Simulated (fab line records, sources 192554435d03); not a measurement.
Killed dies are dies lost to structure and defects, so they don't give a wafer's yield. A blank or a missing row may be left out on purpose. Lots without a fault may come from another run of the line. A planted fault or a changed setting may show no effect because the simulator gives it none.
fab line records | flow n5_finfet
record lots=24 wafers=72 last_day=17
route steps=1938 shown FIN_CUT@172 DUMMY_GATE@218 SD_EPI_N@270 SD_EPI_P@312 SDB@359
lots that met no fault: from a run of the same line without faults
start_h: hours from the record's first day to the start of the lot's first wafer shown | wait_h: hours since the lot's step before | " the same as in the row above | L1.1+2: a row that stands for several wafers | - no value, or no start given | * or withheld: withheld | < > ~ a bound
route shown NAME@n: a module of which the file shows steps, and the number in the route of the first | usual: mean/standard deviation of fault-free wafers | same: alike in all rows | chamber/n: place in a boat | sites: the reading at each site | _std_site: their standard deviation | _edge_site: outer sites' mean less inner sites' | radius_mm: how far each site lies from the wafer's centre | mask NAME#n: copy n | behind: the tool/chamber that last shaped the wafer | hold: why the lot was held/for how many hours/how that ended | device: the transistor (n, p or np) that didn't switch | end of line: the same wafers' tests at the end of the route | a step without rows: its recipe alone | killed: dies lost to structure and defects at the first sort, not the wafer's yield | map: a wafer's dies, x killed, . not, _ none there
set.NAME: the setting as run; set.NAME@STEP: as run at that earlier step | model.NAME: the simulator's own value behind a step, which no gauge read
steps of the route over a sample of lots; a table a step, a row a wafer
services: from which hour (start_h, from the record's first day; less than 0 if before it) a tool's chamber was out of use, for how many hours, and why
## steps
# step N5_FIN_CUT_STRIP_24
# recipe chemistry=CF4 resist=SiARC power_w=300 bias_power_w=75 pressure_mtorr=50 cf4_flow_sccm=150 rf_frequency_hz=6e+07
# usual drypump_motor_current_A=5.6/0.49 oes_product_au=0.78/0.067 rf_vpp_V=271.5/1.8 showerhead_plenum_p_Torr=1.81/0.081 throttle_valve_pct=13.62/0.19
# columns lot.wafer tool chamber start_h wait_h drypump_motor_current_A oes_product_au rf_hours_counter_h rf_vpp_V showerhead_plenum_p_Torr throttle_valve_pct
L074.1 rie_diel-01 0 29.94 0.0 6.2 0.74 144 273.3 1.88 13.69
L074.2 " 2 " " 4.8 0.69 237 271.1 1.69 13.84
L074.4 " 3 " " 5.2 0.78 114 270.4 1.79 13.64
L075.1 rie_diel-01 1 35.36 0.0 5.8 0.94 4 272.1 1.91 13.59
L075.3 " 0 " " 6.2 0.75 146 272.9 1.88 13.69
L075.4 " 3 " " 5.2 0.78 116 272.6 1.79 13.65
L076.2 rie_diel-02 1 39.27 0.0 4.9 0.74 160 268.7 1.72 13.28
L076.3 " 2 " " 6.1 0.81 70 267.8 1.68 13.73
L076.5 " 2 " " 6.1 0.81 - 268.9 1.68 13.72
L077.2 rie_diel-03 2 46.17 0.0 6.5 0.77 115 273.4 1.87 13.37
L077.5 " 3 " " 5.8 0.82 - 273.7 1.88 13.51
L077.6 " 2 " " 6.4 0.78 - 273.6 1.87 13.37
L078.1 rie_diel-03 1 51.96 0.0 5.2 0.76 117 272.4 1.80 13.69
L078.5 " 0 " " 5.3 0.76 - 272.0 1.81 13.86
L078.6 " 3 " " 5.8 0.81 - 271.7 1.88 13.50
L079.1 rie_diel-03 0 58.28 0.0 5.3 0.76 141 271.8 1.81 13.88
L079.3 " 3 " " 5.9 0.81 71 274.4 1.88 13.53
L079.4 " 2 " " 6.4 0.77 121 272.0 1.87 13.38
L080.3 rie_diel-03 3 64.77 0.0 5.8 0.80 73 273.2 1.88 13.53
L080.4 " 2 " " 6.4 0.77 - 275.2 1.87 13.39
L080.5 " 3 " " 5.8 0.80 - 272.5 1.88 13.51
L081.1 rie_diel-01 0 70.68 0.0 6.2 0.73 152 272.9 1.88 13.72
L081.5 " 1 " " 5.8 0.92 - 272.7 1.91 13.59
L081.6 " 0 " " 6.1 0.75 - 271.9 1.88 13.73
L082.3 rie_diel-01 0 75.40 0.0 6.1 0.74 154 271.8 1.88 13.72
L082.4 " 2 " " 4.8 0.68 - 268.5 1.68 13.86
L082.6 " 0 " " 6.2 0.73 - 273.5 1.88 13.72
L083.2 rie_diel-01 2 82.46 0.0 4.8 0.68 247 268.7 1.68 13.87
L083.4 " 3 " " 5.2 0.77 125 270.7 1.79 13.67
L083.5 " 0 " " 6.2 0.73 - 273.1 1.88 13.74
L084.2 rie_diel-02 3 88.24 0.0 5.6 0.90 25 273.6 1.89 13.36
L084.5 " 1 " " 4.9 0.73 - 268.2 1.71 13.27
L084.6 " 0 " " 5.3 0.75 - 271.7 1.78 13.69
L085.2 rie_diel-01 2 94.42 0.0 4.8 0.68 250 269.7 1.68 13.88
L085.3 " 0 " " 6.2 0.73 159 272.2 1.88 13.74
L085.4 " 1 " " 5.8 0.91 13 272.8 1.91 13.60
L086.1 rie_diel-01 0 101.36 0.0 6.2 0.73 162 272.7 1.87 13.72
L086.3 " 1 " " 5.8 0.90 16 272.7 1.91 13.62
L086.4 " 0 " " 6.2 0.73 - 271.9 1.87 13.74
L087.4 rie_diel-02 0 107.23 0.0 5.3 0.75 - 272.0 1.78 13.70
L087.5 " 1 " " 4.9 0.72 - 269.7 1.71 13.29
L087.6 " 3 " " 5.6 0.89 - 271.3 1.89 13.37
L088.3 rie_diel-02 2 114.06 0.0 6.0 0.78 92 268.4 1.67 13.78
L088.5 " 2 " " 6.0 0.78 - 268.6 1.67 13.79
L088.6 " 1 " " 4.9 0.72 - 268.9 1.71 13.32
L089.1 rie_diel-03 1 117.67 0.0 5.2 0.74 137 272.0 1.79 13.75
L089.3 " 2 " " 6.5 0.76 140 272.9 1.87 13.41
L089.4 " 0 " " 5.3 0.74 160 270.4 1.80 13.93
L090.1 rie_diel-02 3 124.77 0.0 5.6 0.88 38 272.7 1.89 13.38
L090.4 " 0 " " 5.3 0.74 153 271.4 1.78 13.72
L090.6 " 3 " " 5.7 0.88 - 273.4 1.89 13.40
L091.2 rie_diel-02 0 129.23 0.0 5.3 0.75 154 272.2 1.78 13.71
L091.3 " 3 " " 5.6 0.88 39 274.2 1.89 13.38
L091.5 " 2 " " 6.0 0.78 - 269.3 1.67 13.79
L092.4 rie_diel-02 1 136.44 0.0 4.9 0.72 191 269.2 1.71 13.33
L092.5 " 1 " " 4.9 0.72 - 269.5 1.71 13.31
L092.6 " 2 " " 6.1 0.78 - 268.2 1.67 13.79
L093.3 rie_diel-03 2 142.38 0.0 6.4 0.75 148 272.5 1.86 13.44
L093.4 " 0 " " 5.3 0.74 168 271.3 1.80 13.93
L093.5 " 2 " " 6.4 0.75 - 272.1 1.86 13.45
L094.1 rie_diel-01 2 148.70 0.0 4.8 0.94 8 273.7 1.89 13.30
L094.4 " 0 " " 6.1 0.72 179 272.5 1.87 13.77
L094.6 " 2 " " 4.8 0.94 - 273.2 1.89 13.30
L095.1 rie_diel-01 1 153.90 0.0 5.9 0.86 35 272.0 1.90 13.65
L095.3 " 0 " " 6.1 0.71 181 272.5 1.87 13.78
L095.4 " 3 " " 5.2 0.75 150 271.9 1.78 13.73
L096.1 rie_diel-02 0 159.47 0.0 5.3 0.74 163 272.2 1.78 13.74
L096.3 " 2 " " 6.1 0.78 106 267.9 1.67 13.81
L096.5 " 0 " " 5.3 0.74 - 271.2 1.78 13.73
L097.3 rie_diel-02 0 165.94 0.0 5.3 0.73 165 269.8 1.78 13.74
L097.4 " 3 " " 5.6 0.86 50 272.6 1.88 13.42
L097.6 " 3 " " 5.6 0.86 - 271.5 1.88 13.41
# step N5_DUMMY_GATE_CMP_04
# recipe material=a-Si post_cmp_clean=alkaline_brush
# usual edge_zone_pressure_frac=1.000/0.0051 motor_current_A=10.3/0.69 time_to_endpoint_s=14.1/2.3
# columns lot.wafer tool chamber start_h wait_h edge_zone_pressure_frac motor_current_A time_to_endpoint_s
L074.1 cmp-04 1 43.12 0.0 1.001 10.5 16.6
L074.4 " 3 " " 1.004 9.8 13.9
L074.2 " 0 " " 0.992 9.0 12.2
L075.3 cmp-01 2 50.98 0.1 0.996 11.5 17.0
L075.1 " 3 " " 0.997 9.9 11.9
L075.4 " 0 " " 1.003 9.6 14.2
L076.3 cmp-01 1 52.57 0.0 1.006 10.6 14.5
L076.2 " 0 " " 1.001 9.7 15.7
L076.5 " 2 " " 1.002 11.0 15.9
L077.2 cmp-02 1 61.55 0.0 0.993 9.9 18.7
L077.6 " 1 " " 0.993 9.9 18.5
L077.5 " 2 " " 0.997 11.0 15.0
L078.1 cmp-02 0 65.77 0.2 1.000 11.0 14.3
L078.6 " 1 " " 0.995 9.9 18.5
L078.5 " 2 " " 1.005 10.6 13.6
L079.1 cmp-02 0 71.52 0.0 0.999 11.1 15.6
L079.4 " 2 " " 0.993 10.4 16.0
L079.3 " 3 " " 1.004 10.5 12.4
L080.3 cmp-04 3 78.60 0.0 0.995 10.3 15.1
L080.4 " 1 " " 0.998 10.5 11.1
L080.5 " 3 " " 0.996 9.4 12.9
L081.1 cmp-04 1 84.36 0.1 1.001 11.0 16.1
L081.6 " 0 " " 0.999 9.8 14.0
L081.5 " 1 " " 0.999 10.5 13.5
L082.4 cmp-04 3 88.68 0.0 1.003 10.0 17.1
L082.3 " 0 " " 1.000 9.1 14.7
L082.6 " 0 " " 1.003 9.1 13.3
L083.4 cmp-02 3 96.63 0.1 0.998 10.3 8.3
L083.2 " 1 " " 1.005 10.2 11.9
L083.5 " 2 " " 1.016 11.2 8.3
L084.2 cmp-04 3 104.58 0.1 0.998 10.2 13.8
L084.6 " 1 " " 0.994 10.8 15.7
L084.5 " 2 " " 0.997 11.5 15.5
L085.2 cmp-01 2 109.36 0.0 0.998 11.1 17.7
L085.4 " 3 " " 1.004 9.3 13.6
L085.3 " 0 " " 1.006 9.3 14.5
L086.4 cmp-01 0 118.06 0.0 1.000 9.3 16.2
L086.1 " 2 " " 1.006 11.3 18.5
L086.3 " 3 " " 1.003 9.1 15.9
L087.4 cmp-04 0 121.28 0.1 1.011 8.7 12.5
L087.5 " 2 " " 0.993 10.9 12.7
L087.6 " 3 " " 1.004 10.1 13.4
L088.3 cmp-04 2 128.04 0.1 1.000 10.7 13.9
L088.5 " 3 " " 0.996 10.2 11.0
L088.6 " 0 " " 1.004 8.9 12.3
L089.4 cmp-04 1 131.30 0.0 0.998 11.0 14.4
L089.1 " 2 " " 0.995 10.7 12.7
L089.3 " 3 " " 1.000 9.2 14.1
L090.1 cmp-01 3 138.64 0.1 1.012 9.4 14.3
L090.4 " 0 " " 0.998 9.3 13.8
L090.6 " 1 " " 0.999 10.1 15.9
L091.2 cmp-02 2 142.40 0.0 1.004 10.7 11.7
L091.3 " 1 " " 1.000 10.1 13.9
L091.5 " 3 " " 0.991 9.9 10.6
L092.4 cmp-02 2 150.23 0.1 1.003 11.0 14.0
L092.6 " 1 " " 1.004 10.4 15.9
L092.5 " 2 " " 1.000 10.8 13.1
L093.4 cmp-04 2 156.09 0.1 1.006 10.6 14.8
L093.3 " 0 " " 0.998 9.5 12.2
L093.5 " 1 " " 1.004 11.1 13.0
L094.1 cmp-01 2 161.92 0.0 1.006 10.9 14.3
L094.4 " 1 " " 0.997 10.3 13.4
L094.6 " 3 " " 0.999 9.7 13.5
L095.1 cmp-02 0 167.36 0.1 0.995 10.7 13.0
L095.4 " 1 " " 1.001 9.6 13.7
L095.3 " 2 " " 0.995 10.4 13.8
L096.1 cmp-02 1 174.99 0.0 1.000 9.6 15.3
L096.3 " 3 " " 1.009 10.0 10.4
L096.5 " 2 " " 1.004 10.1 13.0
L097.4 cmp-01 0 180.22 0.0 0.994 9.5 9.9
L097.3 " 1 " " 0.993 10.7 14.8
L097.6 " 0 " " 0.995 9.0 14.5
# step N5_DUMMY_GATE_OVL_MEAS_16
# recipe points_per_wafer=522
# usual GATE_OVL=0.0/0.61
# columns lot.wafer tool chamber start_h wait_h GATE_OVL[nm]
L074.1 overlay-01 0 47.69 0.0 0.4
L074.2 " 0 " " 0.0
L074.4 " 0 " " -0.5
L075.1 overlay-02 0 55.66 0.0 -0.4
L075.3 " 0 " " 0.5
L075.4 " 0 " " 0.0
L076.2 overlay-01 0 61.74 0.0 -0.5
L076.3 " 0 " " 0.8
L076.5 " 0 " " 0.0
L077.2 overlay-02 0 66.27 0.0 -0.3
L077.5 " 0 " " 0.5
L077.6 " 0 " " 0.2
L078.1 overlay-01 0 70.39 0.0 -0.3
L078.5 " 0 " " -0.5
L078.6 " 0 " " 0.5
L079.1 overlay-02 0 76.09 0.0 0.2
L079.3 " 0 " " 0.4
L079.4 " 0 " " 0.6
L080.3 overlay-01 0 83.18 0.0 0.7
L080.4 " 0 " " 0.6
L080.5 " 0 " " 1.4
L081.1 overlay-02 0 88.90 0.0 -0.3
L081.5 " 0 " " -0.2
L081.6 " 0 " " 0.0
L082.3 overlay-02 0 93.26 0.0 0.3
L082.4 " 0 " " -0.8
L082.6 " 0 " " -0.6
L083.2 overlay-01 0 101.31 0.0 -0.3
L083.4 " 0 " " -0.2
L083.5 " 0 " " 0.3
L084.2 overlay-01 0 109.09 0.0 -0.7
L084.5 " 0 " " 0.3
L084.6 " 0 " " -0.6
L085.2 overlay-01 0 114.07 0.0 0.1
L085.3 " 0 " " 0.1
L085.4 " 0 " " -0.5
L086.1 overlay-01 0 124.58 0.0 -0.4
L086.3 " 0 " " -0.4
L086.4 " 0 " " -0.5
L087.4 overlay-02 0 125.80 0.0 0.8
L087.5 " 0 " " -0.1
L087.6 " 0 " " 0.3
L088.3 overlay-02 0 132.54 0.0 0.5
L088.5 " 0 " " 0.5
L088.6 " 0 " " 0.9
L089.1 overlay-01 0 135.89 0.0 -0.7
L089.3 " 0 " " -0.5
L089.4 " 0 " " -1.1
L090.1 overlay-01 0 143.18 0.0 -0.5
L090.4 " 0 " " 0.3
L090.6 " 0 " " -1.1
L091.2 overlay-01 0 146.98 0.0 0.7
L091.3 " 0 " " 0.4
L091.5 " 0 " " 0.7
L092.4 overlay-02 0 154.81 0.0 0.0
L092.5 " 0 " " 0.3
L092.6 " 0 " " 0.0
L093.3 overlay-02 0 160.76 0.0 0.0
L093.4 " 0 " " -1.4
L093.5 " 0 " " -0.1
L094.1 overlay-02 0 166.61 0.0 -0.4
L094.4 " 0 " " 0.3
L094.6 " 0 " " 0.3
L095.1 overlay-01 0 172.03 0.0 -0.8
L095.3 " 0 " " -1.0
L095.4 " 0 " " 0.2
L096.1 overlay-01 0 179.71 0.0 0.2
L096.3 " 0 " " 1.1
L096.5 " 0 " " 0.4
L097.3 overlay-01 0 184.80 0.0 0.3
L097.4 " 0 " " 1.2
L097.6 " 0 " " 0.6
# step N5_SD_EPI_N_CD_MEAS_09
# recipe target_cd_nm=120 landing_energy_ev=500 detector=se_inlens
# usual cd_nm=120.0/0.95
# columns lot.wafer tool chamber start_h wait_h cd_nm
L074.1 cd_sem-02 0 51.12 - 119.2
L074.2 " 0 " " 120.3
L074.4 " 0 " " 120.6
L075.1 cd_sem-01 0 58.61 - 121.5
L075.3 " 0 " " 121.9
L075.4 " 0 " " 121.4
L076.2 cd_sem-02 0 64.04 - 121.7
L076.3 " 0 " " 121.8
L076.5 " 0 " " 121.6
L077.2 cd_sem-03 0 69.06 - 120.4
L077.5 " 0 " " 119.8
L077.6 " 0 " " 119.6
L078.1 cd_sem-01 0 72.89 - 118.3
L078.5 " 0 " " 119.7
L078.6 " 0 " " 119.7
L079.1 cd_sem-01 0 78.34 - 120.0
L079.3 " 0 " " 119.7
L079.4 " 0 " " 119.2
L080.3 cd_sem-02 0 85.68 - 121.2
L080.4 " 0 " " 120.1
L080.5 " 0 " " 120.5
L081.1 cd_sem-01 0 91.54 - 120.2
L081.5 " 0 " " 120.0
L081.6 " 0 " " 119.9
L082.3 cd_sem-01 0 96.61 - 119.7
L082.4 " 0 " " 118.4
L082.6 " 0 " " 119.0
L083.2 cd_sem-03 0 103.81 - 118.6
L083.4 " 0 " " 119.2
L083.5 " 0 " " 118.9
L084.2 cd_sem-01 0 111.87 - 119.2
L084.5 " 0 " " 120.5
L084.6 " 0 " " 119.6
L085.2 cd_sem-01 0 116.32 - 119.3
L085.3 " 0 " " 119.4
L085.4 " 0 " " 118.9
L086.1 cd_sem-02 0 126.95 - 120.0
L086.3 " 0 " " 118.6
L086.4 " 0 " " 119.5
L087.4 cd_sem-01 0 128.30 - 120.3
L087.5 " 0 " " 119.3
L087.6 " 0 " " 120.0
L088.3 cd_sem-03 0 135.29 - 119.1
L088.5 " 0 " " 120.3
L088.6 " 0 " " 119.3
L089.1 cd_sem-01 0 138.70 - 119.7
L089.3 " 0 " " 119.3
L089.4 " 0 " " 119.6
L090.1 cd_sem-01 0 145.95 - 118.5
L090.4 " 0 " " 119.0
L090.6 " 0 " " 119.2
L091.2 cd_sem-01 0 149.65 - 120.8
L091.3 " 0 " " 122.2
L091.5 " 0 " " 121.5
L092.4 cd_sem-03 0 157.22 - 118.1
L092.5 " 0 " " 119.4
L092.6 " 0 " " 120.2
L093.3 cd_sem-01 0 163.47 - 120.2
L093.4 " 0 " " 120.5
L093.5 " 0 " " 120.1
L094.1 cd_sem-03 0 168.87 - 120.7
L094.4 " 0 " " 120.8
L094.6 " 0 " " 121.4
L095.1 cd_sem-02 0 174.17 - 121.1
L095.3 " 0 " " 120.1
L095.4 " 0 " " 120.7
L096.1 cd_sem-02 0 184.35 - 120.5
L096.3 " 0 " " 120.4
L096.5 " 0 " " 121.8
L097.3 cd_sem-02 0 186.92 - 120.6
L097.4 " 0 " " 120.0
L097.6 " 0 " " 120.3
# step N5_SD_EPI_P_ETCH_16
# recipe chemistry=CHF3/O2 target=SiO2 target_depth_a=50 mask_material=SOC pressure_mtorr=30 source_w=650 bias_w=170 Ar_flow_sccm=200 CHF3_flow_sccm=50 O2_flow_sccm=5 ion_energy_ev=200
# usual drypump_motor_current_A=5.6/0.52 oes_product_au=0.78/0.067 rf_vpp_V=523/10 showerhead_plenum_p_Torr=2.44/0.098 throttle_valve_pct=18.98/0.2
# columns lot.wafer tool chamber start_h wait_h drypump_motor_current_A oes_product_au rf_hours_counter_h rf_vpp_V showerhead_plenum_p_Torr throttle_valve_pct
L074.1 rie_diel-02 2 56.67 0.1 6.1 0.82 76 520 2.25 19.17
L074.2 " 0 " " 5.3 0.77 131 524 2.43 19.16
L074.4 " 3 " " 5.6 0.92 15 525 2.58 18.88
L075.1 rie_diel-01 2 63.75 0.1 4.8 0.68 241 507 2.28 19.21
L075.3 " 0 " " 6.2 0.73 150 522 2.50 18.92
L075.4 " 3 " " 5.2 0.80 119 515 2.44 19.15
L076.2 rie_diel-03 3 69.86 0.1 5.9 0.81 74 538 2.53 18.89
L076.3 " 1 " " 5.2 0.76 121 505 2.42 19.10
L076.5 " 3 " " 5.9 0.81 - 538 2.53 18.89
L077.2 rie_diel-03 0 74.97 0.1 5.3 0.76 146 507 2.42 19.16
L077.5 " 2 " " 6.5 0.77 - 540 2.52 18.70
L077.6 " 3 " " 5.8 0.80 - 537 2.53 18.89
L078.1 rie_diel-01 3 78.85 0.1 5.2 0.80 124 517 2.44 19.16
L078.5 " 2 " " 4.8 0.68 - 509 2.28 19.23
L078.6 " 0 " " 6.2 0.74 - 522 2.50 18.93
L079.1 rie_diel-02 1 84.61 0.1 4.9 0.73 172 525 2.32 18.60
L079.3 " 0 " " 5.3 0.76 140 522 2.43 19.18
L079.4 " 3 " " 5.6 0.90 24 525 2.57 18.88
L080.3 rie_diel-02 3 91.51 0.1 5.6 0.90 26 524 2.57 18.89
L080.4 " 1 " " 4.9 0.72 174 525 2.32 18.61
L080.5 " 1 " " 4.9 0.72 - 525 2.32 18.62
L081.1 rie_diel-02 2 96.94 0.1 6.1 0.80 90 520 2.25 19.20
L081.5 " 1 " " 4.9 0.73 - 525 2.32 18.63
L081.6 " 2 " " 6.1 0.79 - 521 2.25 19.20
L082.3 rie_diel-02 3 103.41 0.1 5.6 0.89 30 525 2.57 18.89
L082.4 " 3 " " 5.6 0.90 - 526 2.57 18.88
L082.6 " 1 " " 4.9 0.72 - 525 2.32 18.62
L083.2 rie_diel-03 1 109.98 0.1 5.2 0.76 134 505 2.42 19.14
L083.4 " 3 " " 5.9 0.80 87 538 2.52 18.90
L083.5 " 3 " " 5.8 0.79 - 536 2.53 18.90
L084.2 rie_diel-03 2 117.20 0.1 6.4 0.77 140 540 2.51 18.72
L084.5 " 1 " " 5.2 0.74 - 505 2.42 19.12
L084.6 " 2 " " 6.4 0.76 - 539 2.51 18.74
L085.2 rie_diel-03 0 122.20 0.1 5.3 0.76 161 508 2.41 19.20
L085.3 " 3 " " 5.8 0.80 91 538 2.52 18.92
L085.4 " 1 " " 5.2 0.75 137 505 2.42 19.13
L086.1 rie_diel-03 3 133.34 0.1 5.8 0.78 94 538 2.52 18.93
L086.3 " 1 " " 5.2 0.75 142 505 2.42 19.13
L086.4 " 0 " " 5.3 0.75 165 508 2.41 19.19
L087.4 rie_diel-03 2 134.00 0.1 6.5 0.76 145 540 2.51 18.73
L087.5 " 3 " " 5.8 0.78 - 539 2.52 18.92
L087.6 " 0 " " 5.3 0.75 - 507 2.41 19.20
L088.3 rie_diel-01 2 140.74 0.1 4.8 0.98 6 517 2.57 18.82
L088.5 " 2 " " 4.8 0.96 - 517 2.56 18.82
L088.6 " 3 " " 5.2 0.78 - 517 2.43 19.20
L089.1 rie_diel-03 0 145.44 0.1 5.3 0.74 169 509 2.41 19.20
L089.3 " 2 " " 6.5 0.75 149 540 2.51 18.75
L089.4 " 3 " " 5.8 0.78 99 537 2.52 18.92
L090.1 rie_diel-02 3 151.76 0.1 5.6 0.88 46 525 2.56 18.91
L090.4 " 2 " " 6.1 0.80 104 521 2.24 19.22
L090.6 " 0 " " 5.3 0.75 - 524 2.42 19.21
L091.2 rie_diel-01 2 157.00 0.1 4.8 0.95 11 517 2.56 18.82
L091.3 " 3 " " 5.2 0.77 150 516 2.43 19.22
L091.5 " 1 " " 5.8 0.87 - 529 2.54 18.99
L092.4 rie_diel-02 1 163.27 0.1 4.9 0.71 199 525 2.31 18.65
L092.5 " 1 " " 4.9 0.72 - 524 2.31 18.65
L092.6 " 2 " " 6.1 0.79 - 522 2.24 19.23
L093.3 rie_diel-02 2 168.55 0.1 6.1 0.78 109 522 2.24 19.22
L093.4 " 3 " " 5.6 0.87 51 525 2.56 18.93
L093.5 " 2 " " 6.1 0.79 - 522 2.24 19.22
L094.1 rie_diel-01 0 174.53 0.1 6.2 0.71 186 522 2.49 19.00
L094.4 " 3 " " 5.2 0.77 154 516 2.42 19.22
L094.6 " 1 " " 5.8 0.87 - 528 2.53 19.00
L095.1 rie_diel-03 2 179.52 0.1 6.4 0.74 155 540 2.51 18.73
L095.3 " 3 " " 5.8 0.78 108 538 2.52 18.95
L095.4 " 1 " " 5.2 0.73 153 504 2.41 19.16
L096.1 rie_diel-01 2 190.09 0.1 4.8 0.93 20 517 2.56 18.82
L096.3 " 3 " " 5.2 0.76 159 516 2.42 19.22
L096.5 " 3 " " 5.2 0.76 - 516 2.42 19.22
L097.3 rie_diel-01 3 192.08 0.1 5.2 0.76 160 514 2.42 19.21
L097.4 " 2 " " 4.8 0.93 - 518 2.56 18.82
L097.6 " 0 " " 6.2 0.71 - 522 2.49 18.99
# step N5_SDB_DESCUM_16
# recipe chemistry=O2 time_s=7.9 source_power_w=50 bias_power_w=20 pressure_mtorr=20 rf_frequency_hz=2.712e+07 temp_c=40 resist=CAR-ArF o2_flow_sccm=225
# usual drypump_motor_current_A=5.7/0.52 oes_product_au=0.78/0.079 rf_vpp_V=242.7/1.4 showerhead_plenum_p_Torr=2.07/0.073 throttle_valve_pct=20.53/0.18
# columns lot.wafer tool chamber start_h wait_h drypump_motor_current_A oes_product_au rf_hours_counter_h rf_vpp_V showerhead_plenum_p_Torr throttle_valve_pct
L074.1 rie_diel-04 2 67.52 0.3 4.8 0.73 169 244.0 2.18 20.49
L074.2 " 0 " " 6.1 0.78 105 244.7 2.19 20.45
L074.4 " 1 " " 5.8 0.97 2 243.7 2.14 20.53
L075.1 rie_diel-05 2 74.76 0.4 6.5 0.84 89 245.2 2.11 20.28
L075.3 " 1 " " 6.1 0.77 158 241.0 1.99 20.58
L075.4 " 1 " " 6.1 0.77 - 241.9 1.98 20.55
L076.2 rie_diel-06 2 80.98 0.2 5.6 0.69 247 243.7 2.15 20.50
L076.3 " 3 " " 5.1 0.69 237 243.4 2.07 20.64
L076.5 " 0 " " 6.4 0.69 - 244.3 2.07 20.47
L077.2 rie_diel-05 3 86.13 0.0 5.4 0.78 132 242.5 2.10 20.45
L077.5 " 3 " " 5.4 0.79 - 243.7 2.10 20.43
L077.6 " 0 " " 5.8 0.76 - 243.3 2.10 20.76
L078.1 rie_diel-05 0 90.79 0.1 5.8 0.75 148 242.3 2.10 20.76
L078.5 " 1 " " 6.1 0.77 - 240.5 1.98 20.56
L078.6 " 2 " " 6.5 0.84 - 244.0 2.11 20.27
L079.1 rie_diel-06 0 97.61 0.0 6.4 0.69 219 242.8 2.06 20.48
L079.3 " 1 " " 5.6 0.75 154 239.8 1.93 20.71
L079.4 " 1 " " 5.6 0.74 - 240.9 1.93 20.71
L080.3 rie_diel-05 3 105.81 0.0 5.4 0.78 140 243.0 2.10 20.46
L080.4 " 2 " " 6.5 0.83 101 243.9 2.11 20.28
L080.5 " 2 " " 6.5 0.82 - 243.0 2.11 20.27
L081.1 rie_diel-06 3 108.28 0.0 5.1 0.68 249 242.6 2.07 20.65
L081.5 " 0 " " 6.5 0.69 - 242.6 2.06 20.49
L081.6 " 3 " " 5.1 0.68 - 242.2 2.07 20.67
L082.3 rie_diel-05 1 114.70 0.0 6.1 0.77 173 241.7 1.98 20.57
L082.4 " 2 " " 6.5 0.82 104 241.3 2.11 20.29
L082.6 " 2 " " 6.5 0.83 - 242.6 2.11 20.28
L083.2 rie_diel-04 1 122.02 1.0 5.8 0.90 21 246.0 2.13 20.57
L083.4 " 0 " " 6.0 0.76 122 243.4 2.19 20.47
L083.5 " 0 " " 6.0 0.75 - 245.2 2.19 20.50
L084.2 rie_diel-04 2 127.87 0.1 4.9 0.72 189 242.6 2.17 20.53
L084.5 " 2 " " 4.8 0.71 - 244.5 2.17 20.52
L084.6 " 3 " " 4.9 0.75 - 241.9 2.02 20.69
L085.2 rie_diel-06 2 133.88 0.7 5.6 0.94 11 243.6 2.15 20.24
L085.3 " 3 " " 5.1 0.98 1 242.8 2.07 20.29
L085.4 " 2 " " 5.6 0.94 - 242.3 2.15 20.22
L086.1 rie_diel-06 1 144.26 0.0 5.6 0.73 175 241.0 1.93 20.76
L086.3 " 2 " " 5.6 0.92 16 243.0 2.14 20.26
L086.4 " 1 " " 5.6 0.74 - 239.7 1.93 20.74
L087.4 rie_diel-05 1 145.12 0.0 6.1 0.74 186 241.6 1.98 20.60
L087.5 " 2 " " 6.5 0.81 - 243.5 2.10 20.30
L087.6 " 1 " " 6.2 0.75 - 241.9 1.98 20.61
L088.3 rie_diel-05 2 152.28 0.1 6.5 0.80 119 243.5 2.10 20.31
L088.5 " 3 " " 5.4 0.76 - 244.4 2.09 20.49
L088.6 " 0 " " 5.7 0.75 - 243.1 2.09 20.81
L089.1 rie_diel-06 1 158.42 0.1 5.6 0.73 179 240.9 1.93 20.74
L089.3 " 2 " " 5.6 0.91 19 243.2 2.14 20.23
L089.4 " 0 " " 6.4 0.68 238 242.4 2.06 20.51
L090.1 rie_diel-04 3 163.46 0.1 4.9 0.73 153 241.7 2.01 20.70
L090.4 " 1 " " 5.8 0.87 36 243.6 2.13 20.61
L090.6 " 3 " " 4.9 0.73 - 241.2 2.01 20.72
L091.2 rie_diel-06 0 168.74 0.0 6.5 0.67 240 241.1 2.06 20.51
L091.3 " 1 " " 5.6 0.73 181 240.4 1.92 20.76
L091.5 " 2 " " 5.6 0.91 - 243.8 2.14 20.24
L092.4 rie_diel-04 3 174.03 0.0 4.9 0.73 - 241.8 2.01 20.71
L092.5 " 2 " " 4.9 0.71 - 244.4 2.17 20.52
L092.6 " 1 " " 5.8 0.86 - 243.3 2.13 20.60
L093.3 rie_diel-06 1 179.58 0.1 5.6 0.73 184 239.0 1.92 20.77
L093.4 " 0 " " 6.5 0.67 242 242.0 2.06 20.51
L093.5 " 3 " " 5.1 0.92 - 242.5 2.06 20.30
L094.1 rie_diel-06 0 186.22 0.7 6.4 0.67 245 242.7 2.06 20.52
L094.4 " 2 " " 5.6 0.91 26 243.3 2.14 20.25
L094.6 " 2 " " 5.6 0.90 - 243.7 2.14 20.25
L095.1 rie_diel-05 0 190.99 0.0 5.7 0.74 186 243.0 2.08 20.81
L095.3 " 2 " " 6.5 0.80 131 242.8 2.10 20.31
L095.4 " 3 " " 5.4 0.76 170 241.2 2.09 20.50
L096.1 rie_diel-05 3 200.98 0.1 5.4 0.75 174 243.4 2.09 20.52
L096.3 " 2 " " 6.5 0.78 136 243.7 2.10 20.34
L096.5 " 3 " " 5.4 0.74 - 243.6 2.09 20.52
L097.3 rie_diel-05 2 203.52 0.4 6.5 0.79 137 244.1 2.10 20.34
L097.4 " 0 " " 5.8 0.73 192 242.4 2.08 20.83
L097.6 " 0 " " 5.7 0.73 - 242.9 2.08 20.82
## services
# columns tool chamber start_h hours kind
cmp-04 - 6.74 3.6 pm
rie_diel-01 2 8.31 5.4 repair
rie_diel-01 0 11.28 6.2 repair
rie_diel-05 - 12.04 2.8 pm
rie_diel-01 2 20.49 6.4 repair
rie_diel-01 0 25.17 3.3 repair
cmp-04 - 44.89 4.0 pm
rie_diel-01 - 46.39 15.6 pm
rie_diel-03 - 55.82 1.1 repair
rie_diel-03 1 58.99 5.7 repair
rie_diel-02 1 66.08 13.3 repair
rie_diel-01 1 70.81 8.1 repair
rie_diel-05 3 71.28 7.9 repair
rie_diel-06 0 82.55 4.1 repair
rie_diel-05 1 93.73 1.5 repair
rie_diel-02 2 100.33 12.5 repair
cmp-04 - 126.40 0.5 repair
rie_diel-01 - 127.88 1.2 repair
rie_diel-05 - 130.49 0.3 repair
cmp-04 - 132.51 3.9 repair
rie_diel-03 - 138.91 0.2 repair
rie_diel-03 2 153.41 8.3 repair
rie_diel-03 1 168.76 2.7 repair
rie_diel-01 1 178.44 15.9 repair
## key
fault none
